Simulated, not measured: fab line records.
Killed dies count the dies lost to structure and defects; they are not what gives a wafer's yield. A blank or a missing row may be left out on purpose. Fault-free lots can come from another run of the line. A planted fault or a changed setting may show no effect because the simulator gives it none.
Shared-tool check | flow nand-harc | 3 wafers sampled across 2 lots

== WHY IT WAS OPENED ==
Flagged at NHARC_END_SORT_01: reading killed-dies, on 2 of 2 lots. No-fault wafers: 32, standard deviation 11.
Rule: flag the lot when none of its wafers has a number, or when each of its wafers that has one lies beyond 4 standard deviations from that mean. The other lots count as sound.

lot  | measured     | on        | killed-dies, wafer by wafer | flag
L462 | day 21 13:38 | prober-01 | 110                         | FLAGGED
L466 | day 21 17:19 | prober-02 | 115 107                     | FLAGGED
Average over the flagged lots: 111; offset from the usual +79, equal to +7 standard deviations.

== LOT BY LOT: THE TOOL USED ==
Before the reading, the record contains 3 process steps out of a 1159-step route. Each cell gives the tool, then ch followed by the chambers the sampled wafers passed through, then the start.
lot  | flag    | NHARC_A_CONTACT_ETCH_124           | NHARC_A_CONTACT_DESCUM_13        | NHARC_A_CONTACT_ETCH_134
L462 | FLAGGED | har-cap-etch-01 ch 1, day 17 22:13 | rie-diel-07 ch 1, day 18 11:25   | har-cap-etch-03 ch 0, day 18 12:34
L466 | FLAGGED | har-cap-etch-01 ch 1, day 18 06:23 | rie-diel-05 ch 1,3, day 18 14:43 | har-cap-etch-01 ch 0, day 18 16:16
What is done by these steps:
- NHARC_A_CONTACT_ETCH_124: etches the open film in C4F8/O2/Ar, time 140 s, target depth 700 nm.
- NHARC_A_CONTACT_DESCUM_13: chemistry O2, time 3 s.
- NHARC_A_CONTACT_ETCH_134: etches the open film in C4F8/O2/Ar, time 140 s, target depth 700 nm.
- NHARC_END_SORT_01

== FLAGGED OVER TOTAL, TOOL BY TOOL (the gauges that took the reading come last) ==
step                      | tool            | lots run | flagged | share of the flagged lots | sound lots run after its first flagged lot
NHARC_A_CONTACT_ETCH_124  | har-cap-etch-01 | 2        | 2       | all                       | 0
NHARC_A_CONTACT_DESCUM_13 | rie-diel-05     | 1        | 1       | some                      | 0
NHARC_A_CONTACT_DESCUM_13 | rie-diel-07     | 1        | 1       | some                      | 0
NHARC_A_CONTACT_ETCH_134  | har-cap-etch-01 | 1        | 1       | some                      | 0
NHARC_A_CONTACT_ETCH_134  | har-cap-etch-03 | 1        | 1       | some                      | 0
NHARC_END_SORT_01         | prober-01       | 1        | 1       | some                      | 0
NHARC_END_SORT_01         | prober-02       | 1        | 1       | some                      | 0

== WHAT THE TABLE ALLOWS ==
All flagged lots share 1 row of the table, namely har-cap-etch-01 at NHARC_A_CONTACT_ETCH_124.
- har-cap-etch-01 at NHARC_A_CONTACT_ETCH_124: 2 of its 2 lots flagged. Because this sample shows no sound lot run on it before its first flagged lot, the start cannot be pinned down more closely.
What remains is a single tool, har-cap-etch-01 at NHARC_A_CONTACT_ETCH_124.

== WHAT THE SIMULATOR PUT IN ==
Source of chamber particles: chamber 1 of har-cap-etch-01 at NHARC_A_CONTACT_ETCH_124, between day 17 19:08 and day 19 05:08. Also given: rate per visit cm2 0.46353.
Lots struck among those shown: L462, L466. This agrees with what the rule above found.
